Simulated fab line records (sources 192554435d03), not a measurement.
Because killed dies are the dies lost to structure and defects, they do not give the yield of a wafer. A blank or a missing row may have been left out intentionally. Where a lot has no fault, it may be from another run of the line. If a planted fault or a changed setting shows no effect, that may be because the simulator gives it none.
Chamber matching + flow n5 finfet + N5_DUMMY_GATE_STRIP_41 on rie diel-05 has 4 sister chambers
The step strips in O2. 16 wafers are shown with their chamber, then 8 later ones without.

== WAFERS WITH THEIR CHAMBER ==
| wafer  | chamber | drypump motor current A (A) | throttle valve pct (%) | showerhead plenum p Torr (Torr) |
|--------|---------|-----------------------------|------------------------|---------------------------------|
| L075.1 | 2       | 6.2                         | 16.30                  | 2.15                            |
| L075.2 | 3       | 5.1                         | 16.92                  | 2.08                            |
| L075.6 | 2       | 6.2                         | 16.32                  | 2.15                            |
| L077.1 | 2       | 6.2                         | 16.31                  | 2.15                            |
| L077.4 | 0       | 5.3                         | 16.27                  | 2.05                            |
| L077.5 | 1       | 5.6                         | 16.56                  | 2.17                            |
| L079.1 | 2       | 6.2                         | 16.31                  | 2.15                            |
| L079.4 | 0       | 5.3                         | 16.30                  | 2.04                            |
| L079.6 | 2       | 6.2                         | 16.31                  | 2.15                            |
| L084.1 | 2       | 6.2                         | 16.33                  | 2.14                            |
| L084.5 | 1       | 5.6                         | 16.59                  | 2.16                            |
| L084.6 | 0       | 5.2                         | 16.29                  | 2.04                            |
| L085.1 | 3       | 5.1                         | 16.95                  | 2.07                            |
| L085.4 | 2       | 6.2                         | 16.35                  | 2.14                            |
| L085.5 | 0       | 5.2                         | 16.31                  | 2.04                            |
| L087.1 | 0       | 5.3                         | 16.30                  | 2.04                            |

SIGNATURES (means of the wafers above)
| reading                  | chamber 0 | chamber 1 | chamber 2 | chamber 3 | scatter within a chamber |
|--------------------------|-----------|-----------|-----------|-----------|--------------------------|
| drypump motor current A  | 5.260     | 5.600     | 6.200     | 5.100     | 0.0316                   |
| throttle valve pct       | 16.2940   | 16.5750   | 16.3186   | 16.9350   | 0.0171                   |
| showerhead plenum p Torr | 2.0420    | 2.1650    | 2.1471    | 2.0750    | 0.00519                  |
Rule: a wafer lies at a distance from a chamber equal to the root of the sum of squares, over the readings, of (its reading less the chamber's mean, divided by the reading's scatter). The wafer belongs to the nearest chamber; if the next one is less than 2 further off, it can't be placed. The scatter: the root of (the sum of the squares of (reading less its chamber's mean) over the shown wafers, divided by (wafers less chambers)).

== WAFERS WITH NO CHAMBER GIVEN ==
| wafer  | drypump motor current A (A) | throttle valve pct (%) | showerhead plenum p Torr (Torr) |
|--------|-----------------------------|------------------------|---------------------------------|
| L087.5 | 6.2                         | 16.35                  | 2.14                            |
| L087.6 | 5.1                         | 16.94                  | 2.07                            |
| L091.1 | 5.1                         | 16.96                  | 2.07                            |
| L091.2 | 5.6                         | 16.60                  | 2.16                            |
| L091.4 | 6.2                         | 16.37                  | 2.14                            |
| L094.1 | 5.6                         | 16.61                  | 2.16                            |
| L094.2 | 5.1                         | 16.97                  | 2.07                            |
| L094.3 | 6.2                         | 16.34                  | 2.14                            |

== CHAMBER TAKEN BY EACH ==
| wafer  | from the rows above | in truth |
|--------|---------------------|----------|
| L087.5 | 2                   | 2        |
| L087.6 | 3                   | 3        |
| L091.1 | 3                   | 3        |
| L091.2 | 1                   | 1        |
| L091.4 | 2                   | 2        |
| L094.1 | 1                   | 1        |
| L094.2 | 3                   | 3        |
| L094.3 | 2                   | 2        |
8 of 8 placed correctly. Number that these rows cannot place: 0. Number placed wrongly: 0.
